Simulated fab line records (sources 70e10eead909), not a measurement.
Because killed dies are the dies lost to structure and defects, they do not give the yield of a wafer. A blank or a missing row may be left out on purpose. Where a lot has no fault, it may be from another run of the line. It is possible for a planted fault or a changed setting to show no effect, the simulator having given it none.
Matching of chambers    flow nand-harc    NHARC_A_STAIRCASE_CMP_450 on cmp-02: 4 sister chambers
The step polishes SiO2, target thk 200 nm. 16 wafers are shown with their chamber, then 8 later ones without.

WAFERS PAIRED WITH THEIR CHAMBERS
wafer   chamber  motor-current-A (A)
L078.2  0        12.7
L078.4  3        12.9
L078.6  0        12.8
L080.1  3        12.8
L080.4  0        12.3
L080.5  2        11.6
L084.1  1        11.5
L084.5  3        12.8
L084.6  2        12.2
L085.1  1        12.4
L085.3  2        12.2
L085.5  3        12.4
L087.2  3        12.3
L087.4  0        12.4
L087.6  0        12.5
L090.1  1        12.4

SIGNATURES (means of the wafers above)
reading          chamber 0  chamber 1  chamber 2  chamber 3  scatter within a chamber
motor-current-A  12.540     12.100     12.000     12.640     0.322
Rule: a wafer's distance from a chamber is the root of the sum, over the readings, of the square of ((its reading less the chamber's mean) divided by the reading's scatter). If the next closest chamber is less than 2 further off than the closest, the wafer can't be placed; otherwise it belongs to the closest. The scatter: take each reading less its chamber's mean, square it, sum over the shown wafers, divide by the number of wafers less the number of chambers, and take the root.

WAFERS WITHOUT THEIR CHAMBER
wafer   motor-current-A (A)
L090.2  11.7
L090.6  12.1
L094.1  12.8
L094.3  11.6
L094.4  12.9
L092.4  11.8
L092.5  11.9
L092.6  12.1

WHICH CHAMBER EACH ONE RAN IN
wafer   from the rows above                in truth
L090.2  can't be placed: 2 or 1 or 0 or 3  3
L090.6  can't be placed: 1 or 2 or 0 or 3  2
L094.1  can't be placed: 3 or 0 or 1 or 2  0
L094.3  can't be placed: 2 or 1 or 0 or 3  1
L094.4  can't be placed: 3 or 0 or 1 or 2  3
L092.4  can't be placed: 2 or 1 or 0 or 3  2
L092.5  can't be placed: 2 or 1 or 0 or 3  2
L092.6  can't be placed: 1 or 2 or 0 or 3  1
0 of 8 placed correctly. From these rows, 8 cannot be placed; in 8 the true chamber is one of the candidates. Number placed wrongly: 0.
